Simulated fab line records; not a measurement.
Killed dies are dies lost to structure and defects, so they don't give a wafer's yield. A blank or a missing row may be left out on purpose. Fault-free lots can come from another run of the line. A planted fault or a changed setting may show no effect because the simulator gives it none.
fab line records ; flow n5Finfet ; part 1 of 2: steps 1 to 16 of 25
record lots=5; wafers=15; lastDay=19
route steps=1938 shown SDB@363 DUMMY_REMOVAL@377 HKMG_FIN@385
lots that met no fault: from a run of the same line without faults
startH: start of the lot's first displayed wafer, in hours after the record's first day ; waitH: hours from the lot's prior step to this one ; " as in the row above ; L1.1+2: a single row standing in for several wafers ; - value missing, or start not given ; * or withheld: withheld ; < > ~ a bound
route shown NAME@n: a module of which the file shows steps, and the number in the route of the first ; usual: the fault-free wafers' mean and standard deviation ; same: alike in all rows ; chamber/n: place in a boat ; sites: the reading at each site ; _std_site: the values' standard deviation ; _edge_site: mean of outer sites minus mean of inner sites ; radiusMm: how far each site lies from the wafer's centre ; mask NAME#n: copy n ; behind: the last tool/chamber to shape the wafer ; hold: what put the lot on hold/how long, in hours/how the hold closed ; device: the n, p or np transistor that did not switch ; end of line: tests run on the same wafers once the route is complete ; a step given without rows: its recipe and nothing more ; killed: dies lost to structure and defects at the first sort, not the wafer's yield ; map: per-die view of a wafer (x killed, . not killed, _ where there is no die)
set.NAME: the setting that was run; set.NAME@STEP: the one run at that earlier step ; model.NAME: the simulator's own value behind a step, which no gauge read
lots at some steps of the route; a table a step, a row a wafer
services: from which hour (startH, from the record's first day; less than 0 if before it) a tool's chamber was out of use, for how many hours, and why
## steps
# step N5_SDB_STRIP_21
# recipe chemistry=CF4; resist=SiARC; powerW=300; biasPowerW=75; pressureMtorr=50; cf4FlowSccm=150; rfFrequencyHz=6e+07
# usual drypumpMotorCurrentA=5.9/0.5; oesProductAu=0.80/0.08; rfVppV=271.0/1.5; showerheadPlenumPTorr=1.79/0.061; throttleValvePct=13.56/0.25
lot.wafer;tool;chamber;startH;waitH;drypumpMotorCurrentA;oesProductAu;rfHoursCounterH;rfVppV;showerheadPlenumPTorr;throttleValvePct
L074.2;rieDiel-01;3;78.83;0.0;5.1;0.78;127;266.5;1.66;13.37
L074.3;rieDiel-01;2;78.83;0.0;5.4;0.73;168;273.0;1.85;13.65
L074.5;rieDiel-01;3;78.83;0.0;5.1;0.78;-;267.2;1.66;13.38
L078.1;rieDiel-01;0;88.86;0.0;6.2;0.81;112;269.2;1.74;13.61
L078.4;rieDiel-01;1;88.86;0.0;6.4;0.87;17;270.3;1.77;13.16
L078.5;rieDiel-01;2;88.86;0.0;5.4;0.73;-;272.6;1.85;13.65
L080.1;rieDiel-01;2;103.51;0.0;5.4;0.72;178;271.9;1.85;13.68
L080.3;rieDiel-01;0;103.51;0.0;6.2;0.79;118;269.2;1.74;13.65
L080.6;rieDiel-01;3;103.51;0.0;5.1;0.77;-;267.8;1.65;13.40
L081.3;rieDiel-05;3;109.02;0.0;5.6;0.66;260;270.6;1.77;13.73
L081.4;rieDiel-05;3;109.02;0.0;5.5;0.67;-;270.0;1.77;13.73
L081.5;rieDiel-05;1;109.02;0.0;6.2;0.69;-;269.8;1.77;13.88
L094.2;rieDiel-05;2;188.30;0.0;5.6;0.73;196;273.7;1.87;13.83
L094.5;rieDiel-05;2;188.30;0.0;5.6;0.73;-;272.5;1.87;13.85
L094.6;rieDiel-05;1;188.30;0.0;6.2;0.91;-;270.8;1.76;13.39
# step N5_SDB_HM_OPEN_20
# recipe chemistry=CH3F/O2; target=SiNx; maskMaterial=SOC; targetDepthA=240; stopOn=poly-Si; overEtchFrac=0.4; ionEnergyEv=120; pressureMtorr=30; sourceW=395; biasW=73; Ar_flow_sccm=150; CH3F_flow_sccm=30; O2_flow_sccm=20
# usual drypumpMotorCurrentA=5.9/0.5; oes_o_777_au=0.82/0.082; oesProductAu=0.67/0.068; rfVppV=295/5.3; showerheadPlenumPTorr=2.00/0.072; throttleValvePct=16.31/0.23
# same overEtchFrac=0.4
lot.wafer;tool;chamber;startH;waitH;drypumpMotorCurrentA;oes_o_777_au;oesProductAu;rfHoursCounterH;rfVppV;showerheadPlenumPTorr;throttleValvePct
L074.2;rieDiel-01;3;78.85;0.0;5.1;0.80;0.64;127;294;1.84;16.08
L074.3;rieDiel-01;2;78.85;0.0;5.4;0.73;0.61;168;305;2.08;16.42
L074.5;rieDiel-01;3;78.85;0.0;5.1;0.81;0.65;-;296;1.84;16.09
L078.1;rieDiel-01;0;88.88;0.0;6.2;0.79;0.65;112;288;1.93;16.38
L078.4;rieDiel-01;1;88.88;0.0;6.4;0.92;0.73;17;290;1.96;15.87
L078.5;rieDiel-01;2;88.88;0.0;5.4;0.73;0.61;-;303;2.08;16.45
L080.1;rieDiel-01;2;103.53;0.0;5.4;0.72;0.60;178;303;2.07;16.43
L080.3;rieDiel-01;0;103.53;0.0;6.2;0.78;0.65;118;288;1.93;16.39
L080.6;rieDiel-01;3;103.53;0.0;5.1;0.80;0.64;-;296;1.83;16.11
L081.3;rieDiel-05;3;109.04;0.0;5.5;0.69;0.55;260;295;1.98;16.42
L081.4;rieDiel-05;3;109.04;0.0;5.5;0.70;0.56;-;296;1.98;16.43
L081.5;rieDiel-05;1;109.04;0.0;6.2;0.67;0.57;-;298;1.97;16.56
L094.2;rieDiel-05;2;188.32;0.0;5.6;0.77;0.60;196;297;2.07;16.47
L094.5;rieDiel-05;2;188.32;0.0;5.6;0.77;0.61;-;297;2.06;16.45
L094.6;rieDiel-05;1;188.32;0.0;6.2;0.89;0.76;-;294;1.96;16.13
# step N5_SDB_STRIP_22
# recipe chemistry=N2/H2; powerW=1000; tempC=250; h2Frac=0.65; overashFraction=0.3; pressureMtorr=withheld; n2FlowSccm=1750; h2FlowSccm=3250
# usual drypumpMotorCurrentA=5.9/0.32; heaterPowerW=329/33; oesProductAu=0.715/0.0044; stripTimeToEndpointS=96.2/0.36; tempC=249.98/0.19
lot.wafer;tool;chamber;startH;waitH;drypumpMotorCurrentA;heaterPowerW;oesProductAu;rfHoursCounterH;stripTimeToEndpointS;tempC
L074.2;plasmaAsher-02;1;78.93;0.1;5.5;339;0.710;36;95.9;249.91
L074.3;plasmaAsher-02;0;78.93;0.1;5.7;275;0.714;-;95.9;249.98
L074.5;plasmaAsher-02;1;78.93;0.1;5.5;347;0.716;-;95.9;250.37
L078.1;plasmaAsher-02;0;88.96;0.1;5.7;272;0.711;39;96.6;249.77
L078.4;plasmaAsher-02;0;88.96;0.1;5.7;278;0.711;-;95.9;249.79
L078.5;plasmaAsher-02;0;88.96;0.1;5.8;271;0.714;-;96.2;249.76
L080.1;plasmaAsher-02;0;103.61;0.1;5.7;280;0.718;43;96.5;250.21
L080.3;plasmaAsher-02;1;103.61;0.1;5.5;344;0.713;-;96.4;250.18
L080.6;plasmaAsher-02;0;103.61;0.1;5.7;274;0.710;-;96.1;249.97
L081.3;plasmaAsher-02;1;109.17;0.1;5.5;339;0.723;-;96.3;250.24
L081.4;plasmaAsher-02;0;109.17;0.1;5.7;276;0.714;-;96.3;250.03
L081.5;plasmaAsher-02;1;109.17;0.1;5.5;346;0.712;-;96.3;249.91
L094.2;plasmaAsher-01;1;188.41;0.1;6.3;357;0.708;108;95.4;249.99
L094.5;plasmaAsher-01;1;188.41;0.1;6.3;363;0.714;-;95.5;249.79
L094.6;plasmaAsher-01;0;188.41;0.1;6.1;343;0.703;-;95.7;250.34
# step N5_SDB_PRECLEAN_23
# recipe chemistry=dHF; timeS=30; tempC=25; dilution=withheld
# usual tempC=25.00/0.11
lot.wafer;tool;chamber;startH;waitH;tempC
L074.2;wetBench-03;7;79.08;0.1;25.05
L074.3;wetBench-03;3;79.08;0.1;24.99
L074.5;wetBench-03;6;79.08;0.1;25.11
L078.1;wetBench-01;0;89.11;0.1;24.88
L078.4;wetBench-01;2;89.11;0.1;25.23
L078.5;wetBench-01;1;89.11;0.1;25.02
L080.1;wetBench-03;7;103.76;0.1;25.05
L080.3;wetBench-03;4;103.76;0.1;24.76
L080.6;wetBench-03;5;103.76;0.1;24.84
L081.3;wetBench-05;2;109.27;0.1;25.14
L081.4;wetBench-05;3;109.27;0.1;24.93
L081.5;wetBench-05;4;109.27;0.1;24.99
L094.2;wetBench-03;6;188.55;0.1;24.92
L094.5;wetBench-03;1;188.55;0.1;24.81
L094.6;wetBench-03;2;188.55;0.1;24.91
# step N5_SDB_DUMMY_REMOVE_24
# recipe chemistry=TMAH; tempC=70; target=poly-Si; stopOn=SiO2; targetDepthNm=142; concWtPct=5; timeS=57; dry=ipaMarangoni; rinseTimeS=30; rinseTempC=23
# usual tempC=70.01/0.11
lot.wafer;tool;chamber;startH;waitH;tempC
L074.2;wetBench-03;7;79.09;0.0;69.88
L074.3;wetBench-03;3;79.09;0.0;69.66
L074.5;wetBench-03;6;79.09;0.0;69.82
L078.1;wetBench-01;0;89.12;0.0;70.08
L078.4;wetBench-01;2;89.12;0.0;69.80
L078.5;wetBench-01;1;89.12;0.0;70.06
L080.1;wetBench-03;7;103.77;0.0;70.12
L080.3;wetBench-03;4;103.77;0.0;70.13
L080.6;wetBench-03;5;103.77;0.0;70.04
L081.3;wetBench-05;2;109.29;0.0;70.11
L081.4;wetBench-05;3;109.29;0.0;69.94
L081.5;wetBench-05;4;109.29;0.0;69.96
L094.2;wetBench-03;6;188.56;0.0;70.06
L094.5;wetBench-03;1;188.56;0.0;69.98
L094.6;wetBench-03;2;188.56;0.0;69.97
# step N5_SDB_ETCH_25
# recipe chemistry=C4F6/O2; target=SiO2; targetDepthA=100; timeS=3.3; ionEnergyEv=250; maskMaterial=SiNx; pressureMtorr=30; sourceW=345; biasW=185; Ar_flow_sccm=300; C4F6_flow_sccm=10; O2_flow_sccm=10
# usual drypumpMotorCurrentA=5.9/0.5; oes_o_777_au=0.82/0.083; oesProductAu=0.81/0.08; rfVppV=660/13; showerheadPlenumPTorr=2.84/0.11; throttleValvePct=21.14/0.25
lot.wafer;tool;chamber;startH;waitH;drypumpMotorCurrentA;oes_o_777_au;oesProductAu;rfHoursCounterH;rfVppV;showerheadPlenumPTorr;throttleValvePct
L074.2;rieDiel-03;0;79.15;0.0;6.0;0.87;0.89;33;664;2.79;21.17
L074.3;rieDiel-03;3;79.15;0.0;5.6;0.72;0.71;204;681;2.94;21.70
L074.5;rieDiel-03;0;79.15;0.0;6.0;0.87;0.89;-;664;2.79;21.17
L078.1;rieDiel-01;3;89.18;0.0;5.2;0.80;0.78;130;660;2.62;20.84
L078.4;rieDiel-01;1;89.18;0.0;6.4;0.90;0.90;18;649;2.79;20.74
L078.5;rieDiel-01;3;89.18;0.0;5.1;0.80;0.79;-;660;2.62;20.84
L080.1;rieDiel-01;1;104.46;0.7;6.4;0.89;0.88;24;649;2.79;20.74
L080.3;rieDiel-01;2;104.46;0.7;5.4;0.71;0.73;178;681;2.95;21.28
L080.6;rieDiel-01;1;104.46;0.7;6.5;0.89;0.88;-;650;2.79;20.76
L081.3;rieDiel-01;1;109.35;0.0;6.4;0.89;0.88;25;650;2.79;20.76
L081.4;rieDiel-01;0;109.35;0.0;6.2;0.78;0.79;120;644;2.74;21.23
L081.5;rieDiel-01;0;109.35;0.0;6.2;0.78;0.78;-;646;2.74;21.21
L094.2;rieDiel-01;1;188.95;0.4;6.5;0.86;0.84;53;647;2.78;20.81
L094.5;rieDiel-01;1;188.95;0.4;6.5;0.84;0.84;-;649;2.78;20.80
L094.6;rieDiel-01;2;188.95;0.4;5.4;0.69;0.71;-;681;2.94;21.29
# step N5_SDB_CUT_ETCH_26
# recipe chemistry=HBr/Cl2/O2; target=Si; targetDepthA=1296; btTimeS=20; maskMaterial=SiNx; timeS=51.8; ionEnergyEv=*; biasW=*; pressureMtorr=10; icpW=800; HBr_flow_sccm=150; Cl2_flow_sccm=80; O2_flow_sccm=12
# usual drypumpMotorCurrentA=5.7/0.56; oes_o_777_au=0.98/0.046; oesProductAu=1.000/0.0092; throttleValvePct=37.1/0.31
lot.wafer;tool;chamber;startH;waitH;drypumpMotorCurrentA;oes_o_777_au;oesProductAu;rfHoursCounterH;throttleValvePct
L074.2;rieSi-01;2;79.23;0.1;5.8;0.96;0.985;7;37.0
L074.3;rieSi-01;3;79.23;0.1;6.3;0.90;0.994;44;37.2
L074.5;rieSi-01;2;79.23;0.1;5.7;0.97;0.981;-;37.0
L078.1;rieSi-01;3;89.27;0.1;6.3;0.90;1.000;44;37.2
L078.4;rieSi-01;2;89.27;0.1;5.7;0.96;0.985;7;37.0
L078.5;rieSi-01;2;89.27;0.1;5.7;0.96;0.985;-;37.0
L080.1;rieSi-03;0;104.54;0.1;5.0;0.93;0.995;67;37.6
L080.3;rieSi-03;1;104.54;0.1;6.4;0.98;0.987;80;37.1
L080.6;rieSi-03;0;104.54;0.1;5.0;0.94;0.996;-;37.6
L081.3;rieSi-03;1;109.44;0.1;6.4;0.99;0.989;80;37.1
L081.4;rieSi-03;0;109.44;0.1;5.0;0.94;1.003;67;37.6
L081.5;rieSi-03;3;109.44;0.1;5.8;1.04;1.002;-;37.2
L094.2;rieSi-05;1;189.03;0.1;4.9;1.00;1.005;70;37.2
L094.5;rieSi-05;0;189.03;0.1;6.5;0.96;1.007;-;37.0
L094.6;rieSi-05;1;189.03;0.1;4.9;1.00;1.015;-;37.2
# step N5_SDB_PRECLEAN_38
# recipe chemistry=dHF; timeS=10; dilution=750:1; tempC=25
# usual tempC=25.02/0.11
lot.wafer;tool;chamber;startH;waitH;tempC
L074.2;wetBench-05;6;79.35;0.1;24.95
L074.3;wetBench-05;4;79.35;0.1;25.07
L074.5;wetBench-05;0;79.35;0.1;24.87
L078.1;wetBench-05;2;89.38;0.1;24.99
L078.4;wetBench-05;4;89.38;0.1;25.17
L078.5;wetBench-05;3;89.38;0.1;25.26
L080.1;wetBench-05;7;104.66;0.1;25.00
L080.3;wetBench-05;0;104.66;0.1;25.16
L080.6;wetBench-05;2;104.66;0.1;24.86
L081.3;wetBench-01;2;109.55;0.1;24.82
L081.4;wetBench-01;7;109.55;0.1;25.02
L081.5;wetBench-01;1;109.55;0.1;25.01
L094.2;wetBench-01;6;189.15;0.1;24.93
L094.5;wetBench-01;2;189.15;0.1;24.76
L094.6;wetBench-01;4;189.15;0.1;25.08
# step N5_SDB_PRECLEAN_39
# recipe chemistry=O3/DIW; timeS=45; tempC=22; o3Ppm=10
# usual tempC=22.00/0.11
lot.wafer;tool;chamber;startH;waitH;tempC
L074.2;wetBench-05;6;79.35;0.0;21.99
L074.3;wetBench-05;4;79.35;0.0;22.15
L074.5;wetBench-05;0;79.35;0.0;22.20
L078.1;wetBench-05;2;89.39;0.0;21.95
L078.4;wetBench-05;4;89.39;0.0;21.86
L078.5;wetBench-05;3;89.39;0.0;22.05
L080.1;wetBench-05;7;104.66;0.0;22.16
L080.3;wetBench-05;0;104.66;0.0;21.92
L080.6;wetBench-05;2;104.66;0.0;22.05
L081.3;wetBench-01;2;109.56;0.0;21.98
L081.4;wetBench-01;7;109.56;0.0;22.00
L081.5;wetBench-01;1;109.56;0.0;22.06
L094.2;wetBench-01;6;189.15;0.0;22.19
L094.5;wetBench-01;2;189.15;0.0;22.15
L094.6;wetBench-01;4;189.15;0.0;21.79
# step N5_SDB_SRD_28
# recipe dry=ipaMarangoni; timeS=30; tempC=23; rinseLiquid=diw
# usual tempC=23.01/0.095
lot.wafer;tool;chamber;startH;waitH;tempC
L074.2;wetBench-05;6;79.37;0.0;23.02
L074.3;wetBench-05;4;79.37;0.0;23.16
L074.5;wetBench-05;0;79.37;0.0;23.11
L078.1;wetBench-05;2;89.40;0.0;22.92
L078.4;wetBench-05;4;89.40;0.0;22.93
L078.5;wetBench-05;3;89.40;0.0;22.95
L080.1;wetBench-05;7;104.68;0.0;22.93
L080.3;wetBench-05;0;104.68;0.0;23.08
L080.6;wetBench-05;2;104.68;0.0;23.16
L081.3;wetBench-01;2;109.57;0.0;23.06
L081.4;wetBench-01;7;109.57;0.0;23.04
L081.5;wetBench-01;1;109.57;0.0;23.08
L094.2;wetBench-01;6;189.17;0.0;22.98
L094.5;wetBench-01;2;189.17;0.0;22.84
L094.6;wetBench-01;4;189.17;0.0;22.97
# step N5_SDB_ALD_29
# recipe material=SiNx; targetThkA=300; tempC=400; aldPrecursorFamily=SiH2I2; aldCoReactant=N2/H2-plasma; pulseTimeS=1; aldCycles=600; purgeTimeS=2; coReactantPurgeTimeS=2; pressureTorr=2
# usual heaterPowerW=826/83; precursorPulseHeightRel=0.999/0.02; susceptorTempC=399.98/0.24
lot.wafer;tool;chamber;startH;waitH;heaterPowerW;precursorPulseHeightRel;sinceWetCleanH;susceptorTempC
L074.2;aldSin-03;3;79.41;0.0;879;0.998;177;400.20
L074.3;aldSin-03;2;79.41;0.0;852;0.997;177;400.16
L074.5;aldSin-03;0;80.77;1.4;906;1.018;-;399.86
L078.1;aldSin-02;3;89.45;0.0;946;1.025;279;400.37
L078.4;aldSin-02;0;89.45;0.0;756;0.984;279;399.96
L078.5;aldSin-02;1;90.80;1.4;818;1.010;-;399.78
L080.1;aldSin-04;2;104.72;0.0;864;1.015;98;400.04
L080.3;aldSin-04;1;104.72;0.0;704;0.987;98;400.06
L080.6;aldSin-04;0;106.08;1.4;795;1.040;-;400.17
L081.3;aldSin-02;3;109.62;0.0;970;0.962;300;399.99
L081.4;aldSin-02;0;109.62;0.0;736;0.996;300;399.95
L081.5;aldSin-02;0;110.97;1.4;738;1.025;-;400.13
L094.2;aldSin-04;1;189.22;0.0;701;1.004;182;399.87
L094.5;aldSin-04;1;190.57;1.4;681;0.996;-;400.03
L094.6;aldSin-04;2;190.57;1.4;887;1.005;-;400.49
# step N5_SDB_CMP_30
# recipe stopOn=poly-Si; tOverpolishS=1.54; postCmpClean=alkalineBrush; downForcePsi=4.1491; platenRpm=51.796; padVelocityMS=1.0306; targetThkNm=30
# usual motorCurrentA=12.6/0.75; overpolishRunS=1.540/0.0096; platenRpm=51.80/0.032; timeToEndpointS=17.7/2.2
lot.wafer;tool;chamber;startH;waitH;motorCurrentA;overpolishRunS;platenRpm;timeToEndpointS
L074.3;cmp-01;3;82.15;1.4;11.9;1.548;51.83;17.0
L074.2;cmp-01;2;82.15;1.4;13.2;1.539;51.81;16.2
L074.5;cmp-01;0;82.15;1.4;13.1;1.544;51.80;17.7
L078.4;cmp-01;0;92.18;1.4;12.9;1.537;51.84;16.8
L078.1;cmp-01;3;92.18;1.4;12.2;1.560;51.76;18.2
L078.5;cmp-01;1;92.18;1.4;12.8;1.564;51.81;18.4
L080.3;cmp-01;1;107.49;1.4;11.8;1.527;51.78;19.6
L080.1;cmp-01;2;107.49;1.4;13.3;1.527;51.77;16.2
L080.6;cmp-01;0;107.49;1.4;12.6;1.542;51.77;18.8
L081.4;cmp-02;3;112.35;1.4;13.4;1.540;51.80;19.6
L081.3;cmp-02;0;112.35;1.4;12.2;1.537;51.78;17.2
L081.5;cmp-02;0;112.35;1.4;12.3;1.530;51.75;19.7
L094.2;cmp-01;0;191.95;1.4;12.2;1.527;51.85;17.9
L094.5;cmp-01;0;191.95;1.4;13.5;1.549;51.78;18.0
L094.6;cmp-01;1;191.95;1.4;12.2;1.549;51.77;17.6
# step N5_SDB_THK_MEAS_31
# recipe reads=a-Si_of_DUMMY_GATE_CVD_03
# usual SDB_THK=64.2/1.2
lot.wafer;tool;chamber;startH;waitH;SDB_THK[nm]
L074.2;filmMetro-02;-;82.44;-;66.7
L074.3;filmMetro-02;-;82.44;-;65.7
L074.5;filmMetro-02;-;82.44;-;65.2
L078.1;filmMetro-01;-;92.48;-;64.1
L078.4;filmMetro-01;-;92.48;-;60.9
L078.5;filmMetro-01;-;92.48;-;64.2
L080.1;filmMetro-01;-;107.75;-;65.8
L080.3;filmMetro-01;-;107.75;-;65.0
L080.6;filmMetro-01;-;107.75;-;64.3
L081.3;filmMetro-02;-;112.65;-;64.6
L081.4;filmMetro-02;-;112.65;-;61.7
L081.5;filmMetro-02;-;112.65;-;62.6
L094.2;filmMetro-02;-;192.24;-;65.6
L094.5;filmMetro-02;-;192.24;-;64.7
L094.6;filmMetro-02;-;192.24;-;62.8
# step N5_SDB_INSPECT_36
# recipe inspectInstrument=darkfield; mode=postCmp
# usual rawDefectCount=38/19
lot.wafer;tool;chamber;startH;waitH;rawDefectCount
L074.2;defectInspect-01;-;82.47;0.0;67
L074.3;defectInspect-01;-;82.47;0.0;42
L074.5;defectInspect-01;-;82.47;0.0;36
L078.1;defectInspect-01;-;92.50;0.0;35
L078.4;defectInspect-01;-;92.50;0.0;28
L078.5;defectInspect-01;-;92.50;0.0;21
L080.1;defectInspect-01;-;107.78;0.0;72
L080.3;defectInspect-01;-;107.78;0.0;23
L080.6;defectInspect-01;-;107.78;0.0;22
L081.3;defectInspect-01;-;112.67;0.0;47
L081.4;defectInspect-01;-;112.67;0.0;41
L081.5;defectInspect-01;-;112.67;0.0;45
L094.2;defectInspect-02;-;192.27;0.0;23
L094.5;defectInspect-02;-;192.27;0.0;36
L094.6;defectInspect-02;-;192.27;0.0;31
# step N5_DUMMY_REMOVAL_HM_STRIP_01
# recipe chemistry=CH3F/O2; material=SiNx; targetDepthA=40; stopOn=poly-Si; timeS=6.8; overEtchFrac=0.3; ionEnergyEv=60; powerW=410; biasW=29; Ar_flow_sccm=150; CH3F_flow_sccm=30; O2_flow_sccm=20
# usual drypumpMotorCurrentA=5.6/0.36; oesProductAu=0.61/0.064; rfVppV=127.2/1.1; showerheadPlenumPTorr=1.98/0.066; throttleValvePct=16.38/0.2
# same overEtchFrac=0.3
lot.wafer;tool;chamber;startH;waitH;drypumpMotorCurrentA;oesProductAu;rfHoursCounterH;rfVppV;showerheadPlenumPTorr;throttleValvePct
L074.2;rieDiel-04;0;82.50;0.0;5.7;0.54;248;125.6;1.98;16.46
L074.3;rieDiel-04;1;82.50;0.0;6.3;0.58;202;127.3;1.92;16.52
L074.5;rieDiel-04;2;82.50;0.0;5.2;0.63;-;127.7;2.10;16.43
L078.1;rieDiel-06;1;92.69;0.2;5.7;0.61;171;125.0;1.93;16.29
L078.4;rieDiel-06;1;92.69;0.2;5.6;0.61;-;126.4;1.93;16.28
L078.5;rieDiel-06;3;92.69;0.2;5.4;0.61;-;127.2;1.93;16.62
L080.1;rieDiel-04;1;107.98;0.2;6.3;0.57;214;124.8;1.91;16.56
L080.3;rieDiel-04;3;107.98;0.2;5.6;0.56;222;127.5;1.96;16.45
L080.6;rieDiel-04;1;107.98;0.2;6.3;0.57;-;126.2;1.91;16.54
L081.3;rieDiel-06;3;112.71;0.0;5.3;0.61;148;126.4;1.92;16.64
L081.4;rieDiel-06;2;112.71;0.0;5.2;0.59;192;127.8;2.07;16.38
L081.5;rieDiel-06;2;112.71;0.0;5.2;0.59;-;129.1;2.07;16.37
L094.2;rieDiel-04;2;192.34;0.1;5.2;0.60;166;127.6;2.09;16.48
L094.5;rieDiel-04;0;192.34;0.1;5.7;0.76;-;126.3;1.97;16.04
L094.6;rieDiel-04;1;192.34;0.1;6.2;0.57;-;127.0;1.91;16.58
# step N5_DUMMY_REMOVAL_STRIP_10
# recipe chemistry=N2/H2; timeS=40; powerW=100; tempC=40; pressureMtorr=100; rfFrequencyHz=6e+07; biasPowerW=3; n2FlowSccm=300; h2FlowSccm=300
# usual drypumpMotorCurrentA=5.6/0.36; oesProductAu=0.75/0.083; rfVppV=45.4/0.82; showerheadPlenumPTorr=3.34/0.11; tempC=40.00/0.11; throttleValvePct=12.32/0.25
lot.wafer;tool;chamber;startH;waitH;drypumpMotorCurrentA;oesProductAu;rfHoursCounterH;rfVppV;showerheadPlenumPTorr;tempC;throttleValvePct
L074.2;rieDiel-04;0;82.54;0.0;5.8;0.67;248;45.6;3.34;40.15;12.40
L074.3;rieDiel-04;1;82.54;0.0;6.3;0.71;202;45.5;3.22;40.12;12.51
L074.5;rieDiel-04;2;82.54;0.0;5.2;0.76;-;46.1;3.54;39.80;12.39
L078.1;rieDiel-06;1;92.72;0.0;5.7;0.77;171;45.0;3.22;39.99;12.07
L078.4;rieDiel-06;1;92.72;0.0;5.7;0.77;-;45.3;3.22;40.07;12.05
L078.5;rieDiel-06;3;92.72;0.0;5.4;0.76;-;45.9;3.25;40.09;12.39
L080.1;rieDiel-04;1;108.02;0.0;6.3;0.70;214;45.2;3.22;40.00;12.53
L080.3;rieDiel-04;3;108.02;0.0;5.7;0.68;222;45.5;3.34;39.99;12.51
L080.6;rieDiel-04;1;108.02;0.0;6.3;0.70;-;44.2;3.22;40.09;12.55
L081.3;rieDiel-06;3;112.74;0.0;5.3;0.75;148;45.3;3.25;40.06;12.40
L081.4;rieDiel-06;2;112.74;0.0;5.2;0.74;192;46.7;3.51;40.17;12.38
L081.5;rieDiel-06;2;112.74;0.0;5.2;0.73;-;46.6;3.50;40.12;12.39
L094.2;rieDiel-04;2;192.38;0.0;5.2;0.73;166;44.0;3.53;39.88;12.47
L094.5;rieDiel-04;0;192.38;0.0;5.8;0.94;-;45.6;3.33;39.87;11.83
L094.6;rieDiel-04;1;192.38;0.0;6.3;0.70;-;45.1;3.21;39.93;12.58
